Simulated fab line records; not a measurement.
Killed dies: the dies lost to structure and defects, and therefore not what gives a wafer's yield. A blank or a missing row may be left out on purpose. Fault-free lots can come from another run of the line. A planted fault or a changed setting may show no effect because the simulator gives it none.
Which tool did it?    flow nand_harc    38 wafers from 13 lots sampled at 5 of the route's 1302 steps

== WHAT THE GAUGES READ, wafer by wafer ==
NHARC_P_CONTACT_INSPECT_27. Usual: raw_defect_count at 279, with a standard deviation of 130.
lot   measured      on                 raw_defect_count  flag
L464  day 5 20:26   defect_inspect-01  232 173 224       
L466  day 6 13:53   defect_inspect-02  335 199 275       
L465  day 6 15:13   defect_inspect-02  152 347 180       
L467  day 7 02:53   defect_inspect-01  218 325 200       
L468  day 7 15:34   defect_inspect-01  216 235 185       
L474  day 10 05:37  defect_inspect-02  186 305 428       
L475  day 10 18:43  defect_inspect-01  279 218           
L480  day 12 17:44  defect_inspect-01  224 371 176       
L481  day 13 08:20  defect_inspect-02  467 487 334       
L483  day 14 02:07  defect_inspect-01  170 273 226       
L484  day 14 07:15  defect_inspect-01  276 279 232       
L485  day 14 19:05  defect_inspect-01  187 235 151       
L487  day 15 20:06  defect_inspect-01  314 222 245       

NHARC_P_M0_CD_MEAS_09: the cd target is 90 nm. Usual: cd_nm at 90.2 nm, with a standard deviation of 0.69.
lot   measured      on         cd_nm (nm)      flag
L464  day 5 21:13   cd_sem-01  91.3 90.9 91.4  
L466  day 6 14:47   cd_sem-02  90.5 90.7 91.5  
L465  day 6 15:59   cd_sem-03  90.6 91.1 91.8  
L467  day 7 03:40   cd_sem-01  91.2 90.3 90.3  
L468  day 7 16:21   cd_sem-01  91.8 91.0 91.1  
L474  day 10 06:31  cd_sem-03  89.6 90.3 90.1  
L475  day 10 19:37  cd_sem-01  89.1 89.5       
L480  day 12 18:38  cd_sem-03  90.5 90.1 89.5  
L481  day 13 09:14  cd_sem-02  89.9 89.2 90.4  
L483  day 14 03:01  cd_sem-03  90.5 90.2 91.3  
L484  day 14 08:10  cd_sem-02  90.0 89.8 91.4  
L485  day 14 19:59  cd_sem-03  89.6 90.1 89.7  
L487  day 15 21:00  cd_sem-01  89.8 89.7 90.6  

NHARC_END_SORT_01. Usual: defect_limited_yield 91.3 %, standard deviation 2.2; killed_at_array 55, standard deviation 15; killed_at_other 1.0, standard deviation 1.2; killed_at_periphery 3.4, standard deviation 2.2; killed_dies 59, standard deviation 15; killed_open 3.2, standard deviation 2; killed_short 2.5, standard deviation 1.7.
lot   measured      on         defect_limited_yield (%)  killed_at_array  killed_at_other  killed_at_periphery  killed_dies  killed_open  killed_short  flag
L474  day 29 05:34  prober-01  93.8 94.4 95.0            36 34 30         0 0 0            6 4 4                42 38 34     2 1 0        6 1 1         
L481  day 30 23:55  prober-01  92.2 91.0 92.8            46 52 41         0 0 0            7 9 8                53 61 49     2 3 4        1 4 3         

== EACH LOT AND THE TOOL THAT RAN IT (in order: tool; ch and the chambers of the sampled wafers; start) ==
lot   NHARC_P_M0_PVD_20             NHARC_P_M0_DEP_32
L464  pvd_sputter-02, day 5 22:29   pecvd-03 ch 0,2, day 6 00:04
L466  pvd_sputter-02, day 6 16:01   pecvd-02 ch 1,2, day 6 17:37
L465  pvd_sputter-03, day 6 17:13   pecvd-03 ch 0,2, day 6 18:47
L467  pvd_sputter-02, day 7 04:55   pecvd-03 ch 0,1, day 7 06:48
L468  pvd_sputter-01, day 7 17:34   pecvd-02 ch 0,2, day 7 19:11
L474  pvd_sputter-02, day 10 07:50  pecvd-01 ch 0,1, day 10 09:26
L475  pvd_sputter-02, day 10 20:49  pecvd-01 ch 1,2, day 10 22:28
L480  pvd_sputter-01, day 12 19:52  pecvd-03 ch 0,2, day 12 21:28
L481  pvd_sputter-03, day 13 10:34  pecvd-01 ch 1,2, day 13 12:13
L483  pvd_sputter-01, day 14 04:20  pecvd-03 ch 0,1,2, day 14 05:58
L484  pvd_sputter-03, day 14 09:23  pecvd-02 ch 1,2, day 14 11:01
L485  pvd_sputter-01, day 14 21:11  pecvd-02 ch 1,2, day 14 22:52
L487  pvd_sputter-03, day 15 22:46  pecvd-03 ch 0,1,2, day 16 00:38
- NHARC_P_M0_PVD_20: deposits TaN, target thk 5 nm, time 8.06 s.
- NHARC_P_M0_DEP_32: deposits SiCN, target thk 30 nm.

== WHAT THE TOOLS THEMSELVES READ (means of the sampled wafers that have a number; where no wafer has one, the mark that the record gives instead) ==
NHARC_P_M0_PVD_20. Usual: bias_v 168.4 V, standard deviation 1.8; throttle_valve_pct 29.8 %, standard deviation 0.88.
lot   tool            bias_v (V)  throttle_valve_pct (%)  flag
L464  pvd_sputter-02  168.7       30.1                    
L466  pvd_sputter-02  170.1       30.0                    
L465  pvd_sputter-03  168.3       30.5                    
L467  pvd_sputter-02  168.4       29.2                    
L468  pvd_sputter-01  169.1       29.3                    
L474  pvd_sputter-02  169.4       30.6                    
L475  pvd_sputter-02  167.4       29.1                    
L480  pvd_sputter-01  170.0       29.9                    
L481  pvd_sputter-03  167.5       29.8                    
L483  pvd_sputter-01  168.7       29.6                    
L484  pvd_sputter-03  170.6       29.8                    
L485  pvd_sputter-01  168.1       30.2                    
L487  pvd_sputter-03  166.7       29.1                    

NHARC_P_M0_DEP_32. Usual: chamber_pressure_Torr 3.000 Torr, standard deviation 0.0061; heater_power_w 575 W, standard deviation 77; rf_fwd_power_W 449.2 W, standard deviation 1.2; susceptor_temp_C 369.95 C, standard deviation 0.19.
lot   tool      chamber_pressure_Torr (Torr)  heater_power_w (W)  rf_fwd_power_W (W)  susceptor_temp_C (C)  flag
L464  pecvd-03  3.002                         526                 448.5               370.01                
L466  pecvd-02  2.997                         532                 449.6               369.80                
L465  pecvd-03  2.998                         558                 448.1               370.05                
L467  pecvd-03  3.002                         568                 449.2               369.86                
L468  pecvd-02  3.007                         709                 448.2               369.88                
L474  pecvd-01  2.996                         605                 449.7               369.92                
L475  pecvd-01  2.996                         556                 450.1               369.77                
L480  pecvd-03  3.000                         583                 449.4               370.07                
L481  pecvd-01  3.004                         543                 449.3               369.97                
L483  pecvd-03  3.001                         618                 449.0               370.00                
L484  pecvd-02  3.000                         487                 449.9               369.75                
L485  pecvd-02  3.005                         473                 448.2               369.83                
L487  pecvd-03  2.997                         622                 449.2               370.07                

== THE ANSWER, worked out from the rows above alone ==
Rule: lot off if the mean of its wafers having a number is beyond 3 standard deviations from the usual mean. A lot without any number at a reading at which 4 lots or more have one is off too. Where the step has rows for the other lots, those lots are counted as sound. First the gauges in route order, then the tools' own readings, where a lot's mean is used as printed above. The first step at which some lot is off is used, and at that step the reading that is off furthest; a lot without a number counts as furthest.
No lot is off on any of the readings shown, so nothing can be concluded from this.

== WHAT THE SIMULATOR HAD INSERTED ==
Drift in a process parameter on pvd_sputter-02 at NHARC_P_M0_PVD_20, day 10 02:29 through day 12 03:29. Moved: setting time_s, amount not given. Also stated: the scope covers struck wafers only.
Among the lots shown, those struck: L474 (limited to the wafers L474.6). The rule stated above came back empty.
